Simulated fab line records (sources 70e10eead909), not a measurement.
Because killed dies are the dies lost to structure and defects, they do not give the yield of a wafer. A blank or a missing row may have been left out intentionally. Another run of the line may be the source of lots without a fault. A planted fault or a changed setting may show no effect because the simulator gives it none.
fab line records | flow nand_harc
[record] lots = 7 | wafers = 21 | last_day = 33
route steps=1302 shown A_CONTACT@1031 END@1302
lots that met no fault: from a run of the same line without faults
start_h: start of the lot's first displayed wafer, in hours after the record's first day | wait_h: time in hours since the lot's previous step | " same as the row above | L1.1+2: several wafers, shown together as one row | - either no value or no given start | * or withheld: withheld | < > ~ a bound
route shown NAME@n: names a module that has steps shown in the file, with the first one's number in the route | usual: the fault-free wafers' mean and standard deviation | same: alike in all rows | chamber/n: place in a boat | sites: readings site by site | _std_site: how widely they spread, as a standard deviation | _edge_site: the outer-site mean with the inner-site mean subtracted | radius_mm: for every site, how far away it sits from the centre of the wafer | mask NAME#n: copy n | behind: the tool/chamber that last shaped the wafer | hold: cause of the lot's hold/its duration in hours/its outcome | device: whichever transistor did not switch (one of n, p or np) | end of line: at the end of the route, the tests of the same wafers | a step with no rows: only its recipe | killed: dies that structure and defects cost at the first sort, which is not the same as the wafer's yield | map: per-die view of a wafer (x killed, . not killed, _ where there is no die)
set.NAME: the setting that was run; set.NAME@STEP: the one run at that earlier step | model.NAME: the simulator's own value behind a step, which no gauge read
lots seen at some steps along the route; tables by step, rows by wafer
services: from which hour (start_h, from the record's first day; less than 0 if before it) a tool's chamber was out of use, for how many hours, and why
[[steps]]
[step NHARC_A_CONTACT_COAT_61]
[recipe] temp_c = 260 | time_s = 75
[step NHARC_A_CONTACT_COAT_62]
[recipe] temp_c = 225 | time_s = 65
[step NHARC_A_CONTACT_COAT_63]
[recipe] spin_rpm = 1500 | resist_thk_nm = 90
[step NHARC_A_CONTACT_SOFTBAKE_64]
[recipe] temp_c = 105 | time_s = 55
[step NHARC_A_CONTACT_EBR_65]
[step NHARC_A_CONTACT_EXPOSE_66]
[recipe] na = 1.35 | sigma_outer = 0.8 | dose_mj = 59.02 | mask_id = A_CC_2
[step NHARC_A_CONTACT_PEB_67]
[recipe] peb_temp_c = 100 | peb_time_s = 65
[step NHARC_A_CONTACT_DEVELOP_68]
[recipe] develop_time_s = 35 | dev_temp_c = 23
[step NHARC_A_CONTACT_CD_MEAS_69]
[recipe] target_cd_nm = 300 | landing_energy_ev = 500
[usual] cd_nm = 299.9/0.44
lot.wafer | tool      | chamber | start_h | wait_h | cd_nm
L157.1    | cd_sem-03 | 0       | 533.46  | -      | 299.7
L157.2    | "         | 0       | "       | "      | 300.3
L157.4    | "         | 0       | "       | "      | 299.6
L156.1    | cd_sem-02 | 0       | 533.81  | -      | 300.8
L156.2    | "         | 0       | "       | "      | 300.8
L156.6    | "         | 0       | "       | "      | 301.2
L158.2    | cd_sem-03 | 0       | 534.36  | -      | 300.6
L158.3    | "         | 0       | "       | "      | 300.6
L158.4    | "         | 0       | "       | "      | 300.2
L164.1    | cd_sem-02 | 0       | 622.36  | -      | 299.8
L164.3    | "         | 0       | "       | "      | 299.9
L164.6    | "         | 0       | "       | "      | 300.1
L172.2    | cd_sem-03 | 0       | 696.20  | -      | 299.9
L172.3    | "         | 0       | "       | "      | 299.8
L172.6    | "         | 0       | "       | "      | 299.8
L174.1    | cd_sem-02 | 0       | 702.53  | -      | 299.9
L174.4    | "         | 0       | "       | "      | 299.8
L174.5    | "         | 0       | "       | "      | 299.6
L175.1    | cd_sem-01 | 0       | 727.04  | -      | 300.0
L175.2    | "         | 0       | "       | "      | 300.4
L175.3    | "         | 0       | "       | "      | 299.4
[step NHARC_A_CONTACT_OVL_MEAS_70]
[usual] overlay_x_nm = 0.0/0.71 | overlay_y_nm = -0.2/1.1
lot.wafer | tool       | chamber | start_h | wait_h | overlay_x_nm | overlay_y_nm
L157.1    | overlay-02 | -       | 533.55  | -      | -1.2         | -0.2
L157.2    | "          | -       | "       | "      | -1.4         | 0.0
L157.4    | "          | -       | "       | "      | -0.9         | 0.3
L156.1    | overlay-01 | -       | 533.90  | -      | 0.1          | -1.8
L156.2    | "          | -       | "       | "      | -0.5         | -1.7
L156.6    | "          | -       | "       | "      | -0.4         | -1.5
L158.2    | overlay-02 | -       | 534.45  | -      | -0.3         | -1.0
L158.3    | "          | -       | "       | "      | -0.7         | -0.7
L158.4    | "          | -       | "       | "      | -0.6         | -0.7
L164.1    | overlay-02 | -       | 622.44  | -      | -0.5         | -0.2
L164.3    | "          | -       | "       | "      | -0.2         | 0.1
L164.6    | "          | -       | "       | "      | -0.5         | -0.5
L172.2    | overlay-02 | -       | 696.29  | -      | 0.3          | 0.5
L172.3    | "          | -       | "       | "      | 0.3          | 0.4
L172.6    | "          | -       | "       | "      | 0.3          | 0.6
L174.1    | overlay-01 | -       | 702.62  | -      | -0.4         | -0.5
L174.4    | "          | -       | "       | "      | -0.2         | -0.6
L174.5    | "          | -       | "       | "      | -0.2         | -0.8
L175.1    | overlay-01 | -       | 727.13  | -      | -1.7         | 1.5
L175.2    | "          | -       | "       | "      | -1.0         | 1.3
L175.3    | "          | -       | "       | "      | -1.1         | 1.4
[step NHARC_A_CONTACT_INSPECT_71]
[usual] raw_defect_count = 90/31
lot.wafer | tool              | chamber | start_h | wait_h | raw_defect_count
L157.1    | defect_inspect-01 | -       | 533.58  | 0.0    | 75
L157.2    | "                 | -       | "       | "      | 58
L157.4    | "                 | -       | "       | "      | 62
L156.1    | defect_inspect-01 | -       | 533.94  | 0.0    | 116
L156.2    | "                 | -       | "       | "      | 105
L156.6    | "                 | -       | "       | "      | 116
L158.2    | defect_inspect-02 | -       | 534.48  | 0.0    | 108
L158.3    | "                 | -       | "       | "      | 117
L158.4    | "                 | -       | "       | "      | 126
L164.1    | defect_inspect-02 | -       | 622.48  | 0.0    | 125
L164.3    | "                 | -       | "       | "      | 133
L164.6    | "                 | -       | "       | "      | 118
L172.2    | defect_inspect-02 | -       | 696.32  | 0.0    | 101
L172.3    | "                 | -       | "       | "      | 128
L172.6    | "                 | -       | "       | "      | 112
L174.1    | defect_inspect-01 | -       | 702.66  | 0.0    | 91
L174.4    | "                 | -       | "       | "      | 90
L174.5    | "                 | -       | "       | "      | 78
L175.1    | defect_inspect-02 | -       | 727.16  | 0.0    | 136
L175.2    | "                 | -       | "       | "      | 134
L175.3    | "                 | -       | "       | "      | 103
[step NHARC_A_CONTACT_DESCUM_74]
[recipe] time_s = 3 | o2_flow_sccm = 200 | ar_flow_sccm = 0 | bias_power_w = 0 | chemistry = O2
[usual] drypump_motor_current_A = 5.7/0.48 | mfc_ar_sccm = 0.011/0.013 | oes_product_au = 1.002/0.0081 | rf_vpp_V = 57.9/0.88 | showerhead_plenum_p_Torr = 1.93/0.074 | throttle_valve_pct = 11.311/0.0086
[same] time_s = 3
lot.wafer | tool        | chamber | start_h | wait_h | drypump_motor_current_A | mfc_ar_sccm | oes_product_au | rf_hours_counter_h | rf_vpp_V | showerhead_plenum_p_Torr | throttle_valve_pct
L157.2    | rie_diel-11 | 2       | 533.76  | 0.2    | 5.9                     | 0.009       | 1.005          | 17                 | 58.6     | 1.86                     | 11.294
L157.1    | "           | 0       | "       | "      | 4.9                     | 0.027       | 1.007          | 15                 | 57.8     | 1.85                     | 11.325
L157.4    | "           | 1       | "       | "      | 5.7                     | 0           | 0.996          | 16                 | 57.6     | 1.97                     | 11.304
L156.1    | rie_diel-11 | 0       | 534.14  | 0.2    | 4.9                     | 0.027       | 1.007          | 15                 | 58.3     | 1.85                     | 11.316
L156.2    | "           | 3       | "       | "      | 5.8                     | 0.034       | 0.989          | 16                 | 59.4     | 2.01                     | 11.317
L156.6    | "           | 1       | "       | "      | 5.7                     | 0           | 1.013          | -                  | 57.5     | 1.97                     | 11.313
L158.3    | rie_diel-11 | 2       | 535.12  | 0.6    | 5.9                     | 0.009       | 1.015          | 18                 | 58.6     | 1.86                     | 11.286
L158.2    | "           | 3       | "       | "      | 5.9                     | 0.034       | 1.013          | 17                 | 59.1     | 2.01                     | 11.308
L158.4    | "           | 0       | "       | "      | 4.9                     | 0.027       | 1.003          | 16                 | 59.1     | 1.85                     | 11.299
L164.3    | rie_diel-11 | 1       | 622.54  | 0.1    | 5.7                     | 0           | 0.993          | 1                  | 58.1     | 1.97                     | 11.321
L164.1    | "           | 0       | "       | "      | 4.9                     | 0.027       | 1.002          | 1                  | 57.6     | 1.84                     | 11.308
L164.6    | "           | 1       | "       | "      | 5.7                     | 0           | 1.001          | -                  | 57.7     | 1.97                     | 11.319
L172.3    | rie_diel-11 | 3       | 696.40  | 0.1    | 5.8                     | 0.034       | 0.995          | 14                 | 59.2     | 2.00                     | 11.305
L172.2    | "           | 0       | "       | "      | 4.9                     | 0.027       | 0.993          | 12                 | 58.0     | 1.84                     | 11.313
L172.6    | "           | 1       | "       | "      | 5.7                     | 0           | 0.998          | -                  | 58.2     | 1.97                     | 11.316
L174.4    | rie_diel-11 | 3       | 702.72  | 0.1    | 5.8                     | 0.034       | 0.995          | 15                 | 57.5     | 2.00                     | 11.311
L174.1    | "           | 1       | "       | "      | 5.7                     | 0           | 1.004          | 15                 | 57.4     | 1.97                     | 11.298
L174.5    | "           | 0       | "       | "      | 4.9                     | 0.027       | 0.992          | -                  | 56.8     | 1.84                     | 11.321
L175.3    | rie_diel-11 | 1       | 727.23  | 0.1    | 5.7                     | 0           | 0.999          | 18                 | 56.9     | 1.96                     | 11.309
L175.2    | "           | 2       | "       | "      | 5.8                     | 0.009       | 0.996          | 20                 | 56.2     | 1.85                     | 11.298
L175.1    | "           | 3       | "       | "      | 5.8                     | 0.034       | 0.993          | 19                 | 58.1     | 2.00                     | 11.306
[step NHARC_A_CONTACT_ETCH_75]
[recipe] target_depth_a = 390 | over_etch_frac = 0.3 | time_s = 65 | ion_energy_ev = 80 | cf4_flow_sccm = 150 | ar_flow_sccm = 0 | rf_w = 300 | bias_w = 100 | chemistry = CF4
[usual] drypump_motor_current_A = 5.7/0.47 | mfc_ar_sccm = 0.011/0.013 | oes_product_au = 1.002/0.008 | rf_vpp_V = 151.4/0.97 | showerhead_plenum_p_Torr = 1.79/0.063 | throttle_valve_pct = 13.284/0.01
[same] time_s = 65
lot.wafer | tool        | chamber | start_h | wait_h | drypump_motor_current_A | mfc_ar_sccm | oes_product_au | rf_hours_counter_h | rf_vpp_V | showerhead_plenum_p_Torr | throttle_valve_pct
L157.1    | rie_diel-11 | 0       | 533.84  | 0.1    | 4.9                     | 0.027       | 1.004          | 15                 | 150.7    | 1.71                     | 13.288
L157.2    | "           | 2       | "       | "      | 5.9                     | 0.009       | 1.003          | 17                 | 150.7    | 1.73                     | 13.301
L157.4    | "           | 3       | "       | "      | 5.8                     | 0.034       | 1.003          | 15                 | 152.2    | 1.85                     | 13.280
L156.2    | rie_diel-11 | 0       | 534.23  | 0.1    | 4.9                     | 0.027       | 1.019          | 15                 | 150.5    | 1.71                     | 13.296
L156.1    | "           | 1       | "       | "      | 5.7                     | 0           | 0.999          | 16                 | 151.8    | 1.82                     | 13.301
L156.6    | "           | 0       | "       | "      | 4.9                     | 0.027       | 1.011          | -                  | 151.2    | 1.71                     | 13.303
L158.4    | rie_diel-11 | 0       | 535.20  | 0.1    | 4.9                     | 0.027       | 0.999          | 16                 | 150.8    | 1.71                     | 13.294
L158.3    | "           | 1       | "       | "      | 5.7                     | 0           | 0.999          | 17                 | 151.2    | 1.82                     | 13.283
L158.2    | "           | 3       | "       | "      | 5.8                     | 0.034       | 0.984          | 17                 | 151.3    | 1.85                     | 13.269
L164.1    | rie_diel-11 | 1       | 622.63  | 0.1    | 5.7                     | 0           | 0.996          | 1                  | 152.1    | 1.82                     | 13.293
L164.3    | "           | 2       | "       | "      | 5.8                     | 0.009       | 1.007          | 0                  | 150.6    | 1.72                     | 13.291
L164.6    | "           | 1       | "       | "      | 5.7                     | 0           | 1.001          | -                  | 150.6    | 1.82                     | 13.277
L172.2    | rie_diel-11 | 3       | 696.60  | 0.2    | 5.9                     | 0.034       | 0.812          | 14                 | 152.8    | 1.85                     | 13.282
L172.3    | "           | 0       | "       | "      | 4.9                     | 0.027       | 0.999          | 12                 | 150.1    | 1.70                     | 13.291
L172.6    | "           | 3       | "       | "      | 5.8                     | 0.034       | 0.991          | -                  | 152.3    | 1.85                     | 13.300
L174.4    | rie_diel-11 | 2       | 702.81  | 0.1    | 5.8                     | 0.009       | 0.823          | 16                 | 151.4    | 1.72                     | 13.289
L174.1    | "           | 0       | "       | "      | 4.9                     | 0.027       | 0.993          | 12                 | 150.0    | 1.70                     | 13.294
L174.5    | "           | 2       | "       | "      | 5.8                     | 0.009       | 1.018          | -                  | 152.1    | 1.72                     | 13.282
L175.2    | rie_diel-11 | 3       | 727.32  | 0.1    | 5.8                     | 0.034       | 0.814          | 19                 | 151.8    | 1.84                     | 13.271
L175.3    | "           | 0       | "       | "      | 4.9                     | 0.027       | 1.001          | 17                 | 150.1    | 1.70                     | 13.294
L175.1    | "           | 1       | "       | "      | 5.7                     | 0           | 1.009          | 18                 | 151.2    | 1.81                     | 13.290
[step NHARC_A_CONTACT_ETCH_76]
[recipe] target_depth_a = 2600 | over_etch_frac = 0.3 | time_s = 475.3 | ion_energy_ev = 200 | n2_flow_sccm = 150 | h2_flow_sccm = 150 | ar_flow_sccm = 0 | rf_w = 400 | bias_w = 150 | chemistry = N2/H2
[usual] drypump_motor_current_A = 5.7/0.48 | mfc_ar_sccm = 0.011/0.013 | oes_product_au = 1.003/0.0085 | rf_vpp_V = 431.1/2.5 | showerhead_plenum_p_Torr = 2.06/0.083 | throttle_valve_pct = 14.172/0.0088
[same] time_s = 475.3
lot.wafer | tool        | chamber | start_h | wait_h | drypump_motor_current_A | mfc_ar_sccm | oes_product_au | rf_hours_counter_h | rf_vpp_V | showerhead_plenum_p_Torr | throttle_valve_pct
L157.2    | rie_diel-11 | 3       | -       | -      | 5.8                     | 0.034       | 1.012          | 16                 | 434.0    | 2.15                     | 14.164
L157.4    | "           | 1       | "       | "      | 5.7                     | 0           | 1.016          | 16                 | 433.0    | 2.11                     | 14.165
L157.1    | "           | 2       | "       | "      | 5.8                     | 0.009       | 1.007          | 17                 | 430.7    | 1.99                     | 14.187
L156.2    | rie_diel-11 | 2       | -       | -      | 5.8                     | 0.009       | 1.007          | 17                 | 429.2    | 1.99                     | 14.184
L156.1    | "           | 0       | "       | "      | 4.9                     | 0.027       | 0.999          | 15                 | 425.9    | 1.97                     | 14.172
L156.6    | "           | 3       | "       | "      | 5.9                     | 0.034       | 1.009          | -                  | 433.6    | 2.15                     | 14.177
L158.2    | rie_diel-11 | 1       | -       | -      | 5.7                     | 0           | 1.005          | 17                 | 430.9    | 2.11                     | 14.178
L158.3    | "           | 3       | "       | "      | 5.9                     | 0.034       | 1.018          | 18                 | 434.1    | 2.15                     | 14.157
L158.4    | "           | 0       | "       | "      | 4.9                     | 0.027       | 1.020          | 17                 | 428.8    | 1.97                     | 14.177
L164.3    | rie_diel-11 | 1       | -       | -      | 5.7                     | 0           | 1.005          | 1                  | 431.5    | 2.10                     | 14.172
L164.1    | "           | 2       | "       | "      | 5.9                     | 0.009       | 1.005          | 1                  | 428.2    | 1.98                     | 14.164
L164.6    | "           | 0       | "       | "      | 4.9                     | 0.027       | 1.012          | -                  | 427.6    | 1.96                     | 14.163
L172.2    | rie_diel-11 | 3       | -       | -      | 5.8                     | 0.034       | 1.000          | 14                 | 432.5    | 2.14                     | 14.183
L172.3    | "           | 1       | "       | "      | 5.7                     | 0           | 1.015          | 14                 | 432.6    | 2.10                     | 14.165
L172.6    | "           | 0       | "       | "      | 4.9                     | 0.027       | 0.995          | -                  | 428.3    | 1.96                     | 14.171
L174.4    | rie_diel-11 | 1       | -       | -      | 5.7                     | 0           | 0.989          | 16                 | 432.9    | 2.10                     | 14.162
L174.1    | "           | 2       | "       | "      | 5.8                     | 0.009       | 1.007          | 16                 | 428.8    | 1.98                     | 14.172
L174.5    | "           | 0       | "       | "      | 4.9                     | 0.027       | 0.993          | -                  | 428.2    | 1.96                     | 14.181
L175.2    | rie_diel-11 | 2       | -       | -      | 5.9                     | 0.009       | 1.003          | 21                 | 428.3    | 1.97                     | 14.160
L175.1    | "           | 3       | "       | "      | 5.8                     | 0.034       | 0.996          | 19                 | 433.2    | 2.14                     | 14.177
L175.3    | "           | 0       | "       | "      | 4.9                     | 0.027       | 1.005          | 17                 | 428.1    | 1.96                     | 14.184
[step NHARC_END_SORT_01]
[recipe] temp_c = 25
[usual] killed_at_array = 63/18 | killed_at_other = 1.1/1.3 | killed_at_periphery = 4.3/2.8 | killed_dies = 68/18 | killed_open = 3.3/2 | killed_short = 2.4/1.6
[same] gross_dies = 677
lot.wafer | tool      | chamber | start_h | wait_h | killed_at_array | killed_at_other | killed_at_periphery | killed_dies | killed_open | killed_short
L172.2    | prober-01 | 0       | 776.68  | 2.8    | 581             | 1               | 2                   | 584         | 6           | 1
L174.4    | prober-01 | 0       | 785.98  | 3.3    | 581             | 3               | 4                   | 588         | 4           | 0
L175.2    | prober-02 | 0       | 790.74  | 2.8    | 585             | 1               | 6                   | 592         | 2           | 3
// killed by level:class
L172.2 A_CONTACT:area_etch=522 A_SLIT:chamber_film_flake=25 A_CHANNEL_HOLE_D2:chamber_film_flake=13 A_CHANNEL_HOLE_D1:chamber_film_flake=8 A_WL_FILL:chamber_film_flake=3 P_CONTACT:geometric_particle:open=2 A_ONON_D1:geometric_particle:open=2 A_DECK1_JOINT:chamber_film_flake=2
L174.4 A_CONTACT:area_etch=520 A_SLIT:chamber_film_flake=30 A_CONTACT:chamber_film_flake=9 A_CHANNEL_HOLE_D1:chamber_film_flake=4 A_DECK1_JOINT:chamber_film_flake=4 A_CHANNEL_FILL_D1:chamber_film_flake=3 HYBRID_BOND:chamber_film_flake=3 A_WL_FILL:chamber_film_flake=3
L175.2 A_CONTACT:area_etch=520 A_CHANNEL_HOLE_D1:chamber_film_flake=20 A_CHANNEL_HOLE_D2:chamber_film_flake=18 A_SLIT:chamber_film_flake=13 A_STAIRCASE:chamber_film_flake=7 A_WL_FILL:chamber_film_flake=2 A_CONTACT:chamber_film_flake=2 P_STI:geometric_particle:open=1
// map L172.2 (x killed, . not)
____________.____________
_________xx.x..._________
_______.....xx..xx_______
______.xxxxxxxxx.x.______
_____xxxxxx.xxxxx.xx_____
____x.xxxxxxxxxxx..xx____
____xxxxxxxxxxxxxxxxx____
___xxxxxxxxxxxxxx.xx.x___
___x..xxxxxxxxxxxx.x..___
__xxx.xxxxxxxxxxxxxx.xx__
__..xxxxxxxxxxx.xxxxx..__
_.xxxxxxxxxxxxxxxxxxxx.._
_xxx.xxxxxxxxxxxxxxx.x.._
_xxxxxxxxxxxxxxxxxxxxxx._
_xxxxxxxxxxxxxxxxxxxxx.._
_xxxxxxxxxxxxxxxxxxxx.xx_
xx..xxxxxxxxxxxxxxxxxxx.x
xxxxxxxxxxxxxxxxxx.xxxxxx
.xxxxxxxxxxxxxxxxx.xxxx.x
xxxxxxxxxxxxxxxxxxxxxx.xx
xxxx.xxxxxxxxxxxx.xxxxx..
_xxxxxxxxxxxxxxxxxxx.xxx_
_.xxxxxxxxxxxxxxxxxxxxxx_
_.xxxxxxxxxxxxxxxxxxxx.x_
_xxxxxxxxxxxxxxxxxxx...._
_xxxxxxxxxxxxxxxxxxxxxxx_
__xxxxxxxxxxxxxxxxxxxxx__
__.xxxxxxxxxxxxxxxx...x__
___xxxxxxxxxxx.xxx..x.___
___xx.xxxxxxxxxxxxxxx.___
____xxxxxxxxxx.x.x..x____
____xxxxxxx.xxxxx.x.x____
_____.xxxxxxxxxx...x_____
______.xxxxxx.xxxxx______
_______xxxxxxxxx.x_______
_________.xxx..._________
____________x____________
// map L174.4 (x killed, . not)
____________x____________
_________xxx.x.._________
_______x..xxxxx..x_______
______.xxxxxxxxxx.x______
_____xxx..xxxxx.xx.._____
____.xx.xxxxxx.xx..x.____
____xxxxxxxxx...xxxx.____
___..xxxxxxx.xxxxxxxxx___
___.xxx.xxxxxxxxxx.x..___
__xxxxxxxxxxxxxxxxxxxxx__
__xxxxxxxxxxxxxxxxxx.xx__
_xxxxxxxxxxxxxxxxxx..x.x_
_x.xxxx.xx.xxxxxxxxxxx.._
_.xxxxxxxxxxxxxxxxxxxxxx_
_xxx.xxxxxxxxxxxxxxxxx.x_
_xxx.xxxx.x.xxxxxxxxxx.x_
.xx.xxxxxxxxxxxxxxxxxxx.x
.xxxxxxxxxxxxxxxxxxxxxx..
.xxxxxxxxxxxxxxxxxx.xx...
x.xxxxxxxxxxxxxxxxxx.xxxx
xxxxxxxxxxxxxxxxxxxxxxx.x
_.xxxxxxxxxxxxxxxxxx.x.x_
_xxxxxxxxxxx.xxxxxxxx.xx_
_xxxxxxxxxxxxxxxxxxxxxx._
_..xxxxxxxxxxxxxxxxxxx.x_
_xxxxxxxxxxxxxxxxxxxxx.x_
__xxxxxxxxxxxxxxxxx.xxx__
__xxxxxxxxxxxxxxxxxxx..__
___.xx.xxx.xxxxxxxxxxx___
___x.xxxxxxxxxxxxxxxxx___
____xxxx.xxxxxxxxxxxx____
____.xxx.x.xxxxxxxxx.____
_____xx.xxxxxxxxxxxx_____
______xxxxxxxxxx.xx______
_______x.xxxxxxxx._______
_________xxxxxxx_________
____________.____________
[[services]]
tool        | chamber | start_h | hours | kind
rie_diel-11 | 0       | 515.97  | -     | clean
rie_diel-11 | 1       | 515.97  | -     | clean
rie_diel-11 | 2       | 515.97  | -     | clean
rie_diel-11 | 3       | 515.97  | -     | clean
rie_diel-11 | 0       | 540.47  | -     | clean
rie_diel-11 | 1       | 540.47  | -     | clean
rie_diel-11 | 2       | 540.47  | -     | clean
rie_diel-11 | 3       | 540.47  | -     | clean
rie_diel-11 | 0       | 565.00  | -     | clean
rie_diel-11 | 1       | 565.00  | -     | clean
rie_diel-11 | 2       | 565.00  | -     | clean
rie_diel-11 | 3       | 565.00  | -     | clean
rie_diel-11 | 0       | 589.50  | -     | clean
rie_diel-11 | 1       | 589.50  | -     | clean
rie_diel-11 | 2       | 589.50  | -     | clean
rie_diel-11 | 3       | 589.50  | -     | clean
rie_diel-11 | 3       | 589.56  | 5.1   | repair
rie_diel-11 | -       | 610.46  | 9.0   | pm
rie_diel-11 | 0       | 610.46  | 9.0   | vent_cycle
rie_diel-11 | 1       | 610.46  | 9.0   | vent_cycle
rie_diel-11 | 3       | 610.46  | 9.0   | vent_cycle
rie_diel-11 | 0       | 619.46  | -     | clean
rie_diel-11 | 1       | 619.46  | -     | clean
rie_diel-11 | 0       | 623.90  | 8.0   | repair
[[key]]
[first_sign] step = NHARC_A_CONTACT_ETCH_75 | reading = oes_product_au | direction = down | sigmas = 23 | usual = 1.002 | struck = 0.816
[effect] step = NHARC_END_SORT_01 | reading = killed_at_array | direction = up | sigmas = 29 | usual = 63 | struck = 582
[more_kills_born_at] NHARC_A_CONTACT_ETCH_75@rie_diel-11 = 1562
met_at NHARC_A_CONTACT_ETCH_75
struck_wafers L172.2,L174.4,L175.2
later_rows_left_out L172.2,L174.4,L175.2
tester_left_out L172,L174,L175
onset_between 622.63 696.60
[fault] kind = process_parameter_drift | tool = rie_diel-11 | chamber = - | onset_h = 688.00 | steps = NHARC_A_CONTACT_ETCH_75 | channel = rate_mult | offset = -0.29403 | shape = step | end_h = 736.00 | scope = struck_wafers_only
// tester_left_out: of these lots the tester's yield and bins aren't shown, on N5 and GAA mostly nor the transistor test; their killed dies are dies lost to structure and defects alone, not to doping, threshold or leakage, so they don't give the yield
// later_rows_left_out: the simulator's readings of these wafers behind a module that went badly wrong aren't trusted and aren't shown, but for the sort
